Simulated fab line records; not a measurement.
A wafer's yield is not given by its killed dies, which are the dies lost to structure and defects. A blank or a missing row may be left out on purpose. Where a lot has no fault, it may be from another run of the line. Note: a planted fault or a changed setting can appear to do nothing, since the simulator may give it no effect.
Which of the tools did it? -- flow nand_harc -- 18 wafers from 6 lots sampled at 4 of the route's 1302 steps

WHAT EACH GAUGE READ, for each wafer
NHARC_END_WLT_00.
lot,measured,on,VT_DECK1_MIDDLE_INNER
L691,day 24 20:25,prober-02,0.886 0.887 0.888
L695,day 27 01:06,prober-02,0.870 0.882 0.882
L698,day 27 18:35,prober-01,0.877 0.879 0.873
L700,day 28 16:05,prober-01,0.889 0.890 0.892
L707,day 32 10:06,prober-01,0.968 0.973 0.964
L709,day 33 01:49,prober-01,0.881 0.882 0.883

WHICH TOOL RAN EACH LOT (tool, then ch and the chambers of the sampled wafers, then the start)
lot,NHARC_A_CHANNEL_FILL_D1_CVD_18,NHARC_THIN_TSV_DEP_43,NHARC_THIN_TSV_CMP_21
L691,"lpcvd_poly-01 ch 0, day 10 04:17","pecvd-01 ch 1,2, day 24 06:46","cmp-02 ch 0,1,3, day 24 12:41"
L695,"lpcvd_poly-01 ch 0, day 11 21:49","pecvd-03 ch 0,1,2, day 26 09:38","cmp-04 ch 0,1, day 26 14:33"
L698,"lpcvd_poly-04 ch 0, day 12 23:20","pecvd-01 ch 0,1,2, day 27 02:10","cmp-01 ch 0,2,3, day 27 07:35"
L700,"lpcvd_poly-01 ch 0, day 14 07:08","pecvd-01 ch 0,1,2, day 28 03:34","cmp-04 ch 0,1,3, day 28 08:36"
L707,"lpcvd_poly-01 ch 0, day 17 06:43","pecvd-01 ch 0,2, day 31 17:31","cmp-04 ch 1,2,3, day 31 22:38"
L709,"lpcvd_poly-02 ch 0, day 17 23:25","pecvd-04 ch 0,1, day 32 05:08","cmp-02 ch 0,2, day 32 10:16"
- NHARC_A_CHANNEL_FILL_D1_CVD_18: deposits poly-Si, target thk 3 nm.
- NHARC_THIN_TSV_DEP_43: deposits SiO2, target thk 1328.5 nm.
- NHARC_THIN_TSV_CMP_21: polishes, t overpolish 30 s, target thk 2000 nm.

THE ANSWER, worked out from the rows above alone
Rule: the lots themselves supply what counts as usual. The widest of any qualifying gaps counts: lots, ordered by their means at a reading, are off when they make up no more than a third of the lots, leave a main group of 4 or more, and stand apart from it by 3 or more times the standard deviation of that group's means. A main group whose means are all the same, to the digits that the tables above print for the reading, isn't used. Also off: a lot with no number at a reading for which 4 or more lots have one. All remaining lots with rows at the step are treated as sound.
Off: L707, seen at NHARC_END_WLT_00 (VT_DECK1_MIDDLE_INNER). Mean 0.883 and standard deviation 0.0053 in the main group.
If a tool, at a process step before that reading, ran all the lots that are off and no sound lot after the first of them, it fits. Those tools and the gauges at NHARC_END_WLT_00 are tried in the same way. Can't be told from this: 3 tools fit, lpcvd_poly-01 at NHARC_A_CHANNEL_FILL_D1_CVD_18, pecvd-01 at NHARC_THIN_TSV_DEP_43, cmp-04 at NHARC_THIN_TSV_CMP_21.

WHAT THE SIMULATOR HAD INSERTED
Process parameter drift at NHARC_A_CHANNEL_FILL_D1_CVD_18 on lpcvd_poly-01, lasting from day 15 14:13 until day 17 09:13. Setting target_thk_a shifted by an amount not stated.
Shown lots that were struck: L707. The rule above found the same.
